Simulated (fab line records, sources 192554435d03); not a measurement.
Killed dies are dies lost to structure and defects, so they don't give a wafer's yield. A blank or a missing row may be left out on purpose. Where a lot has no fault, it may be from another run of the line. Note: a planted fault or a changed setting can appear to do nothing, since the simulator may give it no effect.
What tool caused it? :: flow n5_finfet :: 11 lots, 28 wafers sampled, at 7 steps of a route of 1938

## WHAT THE GAUGES SHOWED, per wafer
N5_BEOL_M9_OCD_MEAS_38.
lot: L138
measured: day 10 18:38
on: ocd-01
trench_depth_nm (nm): 151.1 149.2

lot: L142
measured: day 11 01:45
on: ocd-01
trench_depth_nm (nm): 150.3 149.2

lot: L143
measured: day 11 22:42
on: ocd-02
trench_depth_nm (nm): 150.1 147.3

lot: L144
measured: day 11 22:17
on: ocd-02
trench_depth_nm (nm): 151.2 150.4

lot: L145
measured: day 11 22:46
on: ocd-01
trench_depth_nm (nm): 149.7 149.1 149.9

lot: L147
measured: day 12 05:19
on: ocd-02
trench_depth_nm (nm): 153.9 149.7 152.1

lot: L146
measured: day 12 04:54
on: ocd-01
trench_depth_nm (nm): 153.5 153.4

lot: L154
measured: day 14 03:09
on: ocd-02
trench_depth_nm (nm): 147.6 150.1 148.3

lot: L153
measured: day 14 10:49
on: ocd-01
trench_depth_nm (nm): 137.9 141.0 136.9

lot: L156
measured: day 14 14:41
on: ocd-01
trench_depth_nm (nm): 144.6 145.1 140.1

lot: L157
measured: day 15 03:33
on: ocd-02
trench_depth_nm (nm): 146.4 149.4 148.9

N5_BEOL_M9_THK_MEAS_53: measures by xrf.
lot: L138
measured: day 10 21:23
on: film_metro-02
M9_THK (nm): 146 141

lot: L142
measured: day 11 04:02
on: film_metro-02
M9_THK (nm): 140 141

lot: L143
measured: day 12 00:52
on: film_metro-01
M9_THK (nm): 144 142

lot: L144
measured: day 12 00:49
on: film_metro-01
M9_THK (nm): 146 143

lot: L145
measured: day 12 01:08
on: film_metro-02
M9_THK (nm): 144 144 143

lot: L147
measured: day 12 07:51
on: film_metro-01
M9_THK (nm): 147 142 146

lot: L146
measured: day 12 06:59
on: film_metro-01
M9_THK (nm): 146 147

lot: L154
measured: day 14 06:19
on: film_metro-02
M9_THK (nm): 137 141 142

lot: L153
measured: day 14 13:17
on: film_metro-01
M9_THK (nm): 125 130 127

lot: L156
measured: day 14 18:41
on: film_metro-01
M9_THK (nm): 136 138 129

lot: L157
measured: day 15 06:24
on: film_metro-02
M9_THK (nm): 138 143 143

N5_BEOL_M9_RS_MEAS_57: a four-point-probe measurement.
lot: L138
measured: day 10 21:31
on: film_metro-02
M9_RS (ohm/sq): 0.151 0.156

lot: L142
measured: day 11 04:10
on: film_metro-02
M9_RS (ohm/sq): 0.156 0.155

lot: L143
measured: day 12 01:00
on: film_metro-02
M9_RS (ohm/sq): 0.151 0.154

lot: L144
measured: day 12 00:56
on: film_metro-01
M9_RS (ohm/sq): 0.150 0.153

lot: L145
measured: day 12 01:16
on: film_metro-02
M9_RS (ohm/sq): 0.150 0.150 0.151

lot: L147
measured: day 12 07:59
on: film_metro-02
M9_RS (ohm/sq): 0.148 0.153 0.148

lot: L146
measured: day 12 07:07
on: film_metro-01
M9_RS (ohm/sq): 0.148 0.146

lot: L154
measured: day 14 06:29
on: film_metro-01
M9_RS (ohm/sq): 0.158 0.153 0.152

lot: L153
measured: day 14 13:25
on: film_metro-01
M9_RS (ohm/sq): 0.174 0.166 0.170

lot: L156
measured: day 14 18:50
on: film_metro-02
M9_RS (ohm/sq): 0.160 0.157 0.168

lot: L157
measured: day 15 06:32
on: film_metro-01
M9_RS (ohm/sq): 0.157 0.152 0.151

## WHAT TOOL EACH LOT RAN ON (gives the tool, then ch and the chambers of the sampled wafers, and finally the start)
lot: L138
N5_BEOL_M9_STRIP_19: rie_diel-03 ch 1,2, day 10 16:06
N5_BEOL_M9_TRENCH_ETCH_37: rie_diel-06 ch 0, day 10 18:28
N5_BEOL_M9_DEGAS_44: pvd_sputter-02, day 10 19:12
N5_BEOL_M9_ANNEAL_51: rtp_anneal-01 ch 0, day 10 20:52

lot: L142
N5_BEOL_M9_STRIP_19: rie_diel-03 ch 2,3, day 11 00:23
N5_BEOL_M9_TRENCH_ETCH_37: rie_diel-03 ch 1,2, day 11 01:35
N5_BEOL_M9_DEGAS_44: pvd_sputter-03, day 11 02:25
N5_BEOL_M9_ANNEAL_51: rtp_anneal-01 ch 0, day 11 03:26

lot: L143
N5_BEOL_M9_STRIP_19: rie_diel-03 ch 0,1, day 11 20:17
N5_BEOL_M9_TRENCH_ETCH_37: rie_diel-03 ch 0,2, day 11 22:32
N5_BEOL_M9_DEGAS_44: pvd_sputter-02, day 11 23:26
N5_BEOL_M9_ANNEAL_51: rtp_anneal-02 ch 0, day 12 00:16

lot: L144
N5_BEOL_M9_STRIP_19: rie_diel-03 ch 0,2, day 11 20:29
N5_BEOL_M9_TRENCH_ETCH_37: rie_diel-03 ch 1,2, day 11 22:07
N5_BEOL_M9_DEGAS_44: pvd_sputter-02, day 11 23:02
N5_BEOL_M9_ANNEAL_51: rtp_anneal-01 ch 0, day 12 00:21

lot: L145
N5_BEOL_M9_STRIP_19: rie_diel-06 ch 1,3, day 11 20:36
N5_BEOL_M9_TRENCH_ETCH_37: rie_diel-02 ch 0,2,3, day 11 22:35
N5_BEOL_M9_DEGAS_44: pvd_sputter-02, day 11 23:36
N5_BEOL_M9_ANNEAL_51: rtp_anneal-02 ch 0, day 12 00:35

lot: L147
N5_BEOL_M9_STRIP_19: rie_diel-06 ch 1,3, day 12 03:14
N5_BEOL_M9_TRENCH_ETCH_37: rie_diel-06 ch 0,1,3, day 12 05:09
N5_BEOL_M9_DEGAS_44: pvd_sputter-02, day 12 05:58
N5_BEOL_M9_ANNEAL_51: rtp_anneal-02 ch 0, day 12 07:18

lot: L146
N5_BEOL_M9_STRIP_19: rie_diel-03 ch 0,1, day 12 03:52
N5_BEOL_M9_TRENCH_ETCH_37: rie_diel-06 ch 1, day 12 04:43
N5_BEOL_M9_DEGAS_44: pvd_sputter-03, day 12 05:26
N5_BEOL_M9_ANNEAL_51: rtp_anneal-01 ch 0, day 12 06:26

lot: L154
N5_BEOL_M9_STRIP_19: rie_diel-06 ch 0,2,3, day 14 02:12
N5_BEOL_M9_TRENCH_ETCH_37: rie_diel-02 ch 0,2, day 14 02:59
N5_BEOL_M9_DEGAS_44: pvd_sputter-01, day 14 03:48
N5_BEOL_M9_ANNEAL_51: rtp_anneal-02 ch 0, day 14 05:46

lot: L153
N5_BEOL_M9_STRIP_19: rie_diel-03 ch 1,2,3, day 14 07:52
N5_BEOL_M9_TRENCH_ETCH_37: rie_diel-06 ch 2,3, day 14 10:38
N5_BEOL_M9_DEGAS_44: pvd_sputter-01, day 14 11:38
N5_BEOL_M9_ANNEAL_51: rtp_anneal-01 ch 0, day 14 12:41

lot: L156
N5_BEOL_M9_STRIP_19: rie_diel-02 ch 2,3, day 14 11:47
N5_BEOL_M9_TRENCH_ETCH_37: rie_diel-06 ch 0,3, day 14 14:31
N5_BEOL_M9_DEGAS_44: pvd_sputter-03, day 14 17:04
N5_BEOL_M9_ANNEAL_51: rtp_anneal-02 ch 0, day 14 18:09

lot: L157
N5_BEOL_M9_STRIP_19: rie_diel-02 ch 0,1, day 15 02:25
N5_BEOL_M9_TRENCH_ETCH_37: rie_diel-03 ch 0,1,2, day 15 03:22
N5_BEOL_M9_DEGAS_44: pvd_sputter-03, day 15 04:41
N5_BEOL_M9_ANNEAL_51: rtp_anneal-02 ch 0, day 15 05:56
- N5_BEOL_M9_STRIP_19: strips in O2.
- N5_BEOL_M9_TRENCH_ETCH_37: etches SiCOH lowk in C4F6/O2, target depth 151.43 nm, time 49 s.
- N5_BEOL_M9_DEGAS_44: time 60 s.
- N5_BEOL_M9_ANNEAL_51: time 90 s.

## AS READ BY THE TOOLS THEMSELVES (means over the sampled wafers that have a number; for cases with no such wafer, the mark the record gives instead)
N5_BEOL_M9_STRIP_19.
lot: L138
tool: rie_diel-03
drypump_motor_current_A (A): 5.2
oes_product_au (a.u.): 0.85
rf_vpp_V (V): 3.2
showerhead_plenum_p_Torr (Torr): 2.13
throttle_valve_pct (%): 16.60

lot: L142
tool: rie_diel-03
drypump_motor_current_A (A): 5.8
oes_product_au (a.u.): 0.76
rf_vpp_V (V): 3.2
showerhead_plenum_p_Torr (Torr): 2.01
throttle_valve_pct (%): 16.84

lot: L143
tool: rie_diel-03
drypump_motor_current_A (A): 5.5
oes_product_au (a.u.): 0.76
rf_vpp_V (V): 4.5
showerhead_plenum_p_Torr (Torr): 2.20
throttle_valve_pct (%): 16.58

lot: L144
tool: rie_diel-03
drypump_motor_current_A (A): 5.6
oes_product_au (a.u.): 0.76
rf_vpp_V (V): 4.0
showerhead_plenum_p_Torr (Torr): 2.12
throttle_valve_pct (%): 16.78

lot: L145
tool: rie_diel-06
drypump_motor_current_A (A): 5.0
oes_product_au (a.u.): 0.80
rf_vpp_V (V): 3.4
showerhead_plenum_p_Torr (Torr): 2.13
throttle_valve_pct (%): 16.66

lot: L147
tool: rie_diel-06
drypump_motor_current_A (A): 5.2
oes_product_au (a.u.): 0.78
rf_vpp_V (V): 3.6
showerhead_plenum_p_Torr (Torr): 2.15
throttle_valve_pct (%): 16.59

lot: L146
tool: rie_diel-03
drypump_motor_current_A (A): 5.5
oes_product_au (a.u.): 0.76
rf_vpp_V (V): 3.5
showerhead_plenum_p_Torr (Torr): 2.20
throttle_valve_pct (%): 16.56

lot: L154
tool: rie_diel-06
drypump_motor_current_A (A): 5.2
oes_product_au (a.u.): 0.90
rf_vpp_V (V): 3.9
showerhead_plenum_p_Torr (Torr): 2.13
throttle_valve_pct (%): 16.66

lot: L153
tool: rie_diel-03
drypump_motor_current_A (A): 5.6
oes_product_au (a.u.): 0.86
rf_vpp_V (V): 3.0
showerhead_plenum_p_Torr (Torr): 2.16
throttle_valve_pct (%): 16.57

lot: L156
tool: rie_diel-02
drypump_motor_current_A (A): 5.7
oes_product_au (a.u.): 0.82
rf_vpp_V (V): 4.2
showerhead_plenum_p_Torr (Torr): 2.06
throttle_valve_pct (%): 16.60

lot: L157
tool: rie_diel-02
drypump_motor_current_A (A): 5.6
oes_product_au (a.u.): 0.76
rf_vpp_V (V): 3.6
showerhead_plenum_p_Torr (Torr): 1.97
throttle_valve_pct (%): 16.97

N5_BEOL_M9_TRENCH_ETCH_37.
lot: L138
tool: rie_diel-06
drypump_motor_current_A (A): 6.2
oes_product_au (a.u.): 0.70
rf_fwd_power_W (W): 341.8
rf_vpp_V (V): 676
showerhead_plenum_p_Torr (Torr): 2.69
throttle_valve_pct (%): 21.38

lot: L142
tool: rie_diel-03
drypump_motor_current_A (A): 5.2
oes_product_au (a.u.): 0.83
rf_fwd_power_W (W): 340.9
rf_vpp_V (V): 656
showerhead_plenum_p_Torr (Torr): 2.89
throttle_valve_pct (%): 20.87

lot: L143
tool: rie_diel-03
drypump_motor_current_A (A): 5.6
oes_product_au (a.u.): 0.75
rf_fwd_power_W (W): 341.5
rf_vpp_V (V): 655
showerhead_plenum_p_Torr (Torr): 2.85
throttle_valve_pct (%): 20.97

lot: L144
tool: rie_diel-03
drypump_motor_current_A (A): 5.2
oes_product_au (a.u.): 0.82
rf_fwd_power_W (W): 340.9
rf_vpp_V (V): 655
showerhead_plenum_p_Torr (Torr): 2.88
throttle_valve_pct (%): 20.88

lot: L145
tool: rie_diel-02
drypump_motor_current_A (A): 5.8
oes_product_au (a.u.): 0.82
rf_fwd_power_W (W): 340.8
rf_vpp_V (V): 663
showerhead_plenum_p_Torr (Torr): 2.78
throttle_valve_pct (%): 21.05

lot: L147
tool: rie_diel-06
drypump_motor_current_A (A): 5.5
oes_product_au (a.u.): 0.76
rf_fwd_power_W (W): 340.6
rf_vpp_V (V): 659
showerhead_plenum_p_Torr (Torr): 2.83
throttle_valve_pct (%): 21.05

lot: L146
tool: rie_diel-06
drypump_motor_current_A (A): 5.4
oes_product_au (a.u.): 0.78
rf_fwd_power_W (W): 341.4
rf_vpp_V (V): 648
showerhead_plenum_p_Torr (Torr): 2.99
throttle_valve_pct (%): 20.94

lot: L154
tool: rie_diel-02
drypump_motor_current_A (A): 5.6
oes_product_au (a.u.): 0.76
rf_fwd_power_W (W): 341.7
rf_vpp_V (V): 651
showerhead_plenum_p_Torr (Torr): 2.70
throttle_valve_pct (%): 21.09

lot: L153
tool: rie_diel-06
drypump_motor_current_A (A): 4.7
oes_product_au (a.u.): 0.84
rf_fwd_power_W (W): 279.4
rf_vpp_V (V): 720
showerhead_plenum_p_Torr (Torr): 2.81
throttle_valve_pct (%): 20.91

lot: L156
tool: rie_diel-06
drypump_motor_current_A (A): 5.8
oes_product_au (a.u.): 0.86
rf_fwd_power_W (W): 279.4
rf_vpp_V (V): 747
showerhead_plenum_p_Torr (Torr): 2.95
throttle_valve_pct (%): 20.96

lot: L157
tool: rie_diel-03
drypump_motor_current_A (A): 5.4
oes_product_au (a.u.): 0.75
rf_fwd_power_W (W): 341.5
rf_vpp_V (V): 652
showerhead_plenum_p_Torr (Torr): 2.89
throttle_valve_pct (%): 20.92

N5_BEOL_M9_DEGAS_44.
lot: L138
tool: pvd_sputter-02
heater_power_w (W): 340

lot: L142
tool: pvd_sputter-03
heater_power_w (W): 394

lot: L143
tool: pvd_sputter-02
heater_power_w (W): 316

lot: L144
tool: pvd_sputter-02
heater_power_w (W): 319

lot: L145
tool: pvd_sputter-02
heater_power_w (W): 317

lot: L147
tool: pvd_sputter-02
heater_power_w (W): 323

lot: L146
tool: pvd_sputter-03
heater_power_w (W): 372

lot: L154
tool: pvd_sputter-01
heater_power_w (W): 357

lot: L153
tool: pvd_sputter-01
heater_power_w (W): 349

lot: L156
tool: pvd_sputter-03
heater_power_w (W): 357

lot: L157
tool: pvd_sputter-03
heater_power_w (W): 371

N5_BEOL_M9_ANNEAL_51.
lot: L138
tool: rtp_anneal-01
wafer_temp_C_max: 225.73

lot: L142
tool: rtp_anneal-01
wafer_temp_C_max: 225.82

lot: L143
tool: rtp_anneal-02
wafer_temp_C_max: 225.69

lot: L144
tool: rtp_anneal-01
wafer_temp_C_max: 226.00

lot: L145
tool: rtp_anneal-02
wafer_temp_C_max: 226.30

lot: L147
tool: rtp_anneal-02
wafer_temp_C_max: 226.00

lot: L146
tool: rtp_anneal-01
wafer_temp_C_max: 225.78

lot: L154
tool: rtp_anneal-02
wafer_temp_C_max: 226.17

lot: L153
tool: rtp_anneal-01
wafer_temp_C_max: 226.10

lot: L156
tool: rtp_anneal-02
wafer_temp_C_max: 226.16

lot: L157
tool: rtp_anneal-02
wafer_temp_C_max: 226.19

## THE ANSWER, worked out from the rows above alone
Rule: the usual values come from the lots themselves. The widest of any qualifying gaps counts: lots, ordered by their means at a reading, are off when they make up no more than a third of the lots, leave a main group of 4 or more, and stand apart from it by 3 or more times the standard deviation of that group's means. A main group whose means are all the same, to the digits that the tables above print for the reading, isn't used. A lot without any number at a reading at which 4 lots or more have one is off too. All remaining lots with rows at the step are treated as sound. First the gauges in route order, then the tools' own readings, where a lot's mean is used as printed above. At the first step where some lot is off, the reading lying furthest off is the one used; lots without a number count as furthest.
Off, at N5_BEOL_M9_OCD_MEAS_38 on trench_depth_nm: L153, L156. Mean 150.1 nm and standard deviation 1.6 in the main group.
If a tool, at a process step before that reading, ran all the lots that are off and no sound lot after the first of them, it fits. Not tried: the gauges at N5_BEOL_M9_OCD_MEAS_38; whatever is off there is also off at N5_BEOL_M9_TRENCH_ETCH_37, on other tools, and gauge error can't account for it. One fits: rie_diel-06 at N5_BEOL_M9_TRENCH_ETCH_37. Its last sound lot is L147 (day 12 05:09), its first lot that is off L153 (day 14 10:38): a fault that began between those two fits.
The tool's own readings at N5_BEOL_M9_TRENCH_ETCH_37 bear it out: on the lots that are off they differ by more than 5 times the standard deviation of the sound lots' means. rf_fwd_power_W reads 279.4 W there against 341.2 W on the sound lots; rf_vpp_V reads 734 V there against 657 V on the sound lots.

## WHAT THE SIMULATOR HAD PUT IN
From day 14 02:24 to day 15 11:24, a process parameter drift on rie_diel-06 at N5_BEOL_M9_TRENCH_ETCH_37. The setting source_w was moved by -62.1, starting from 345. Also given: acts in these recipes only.
Lots struck among those shown: L153, L156. Same finding as the rule above.
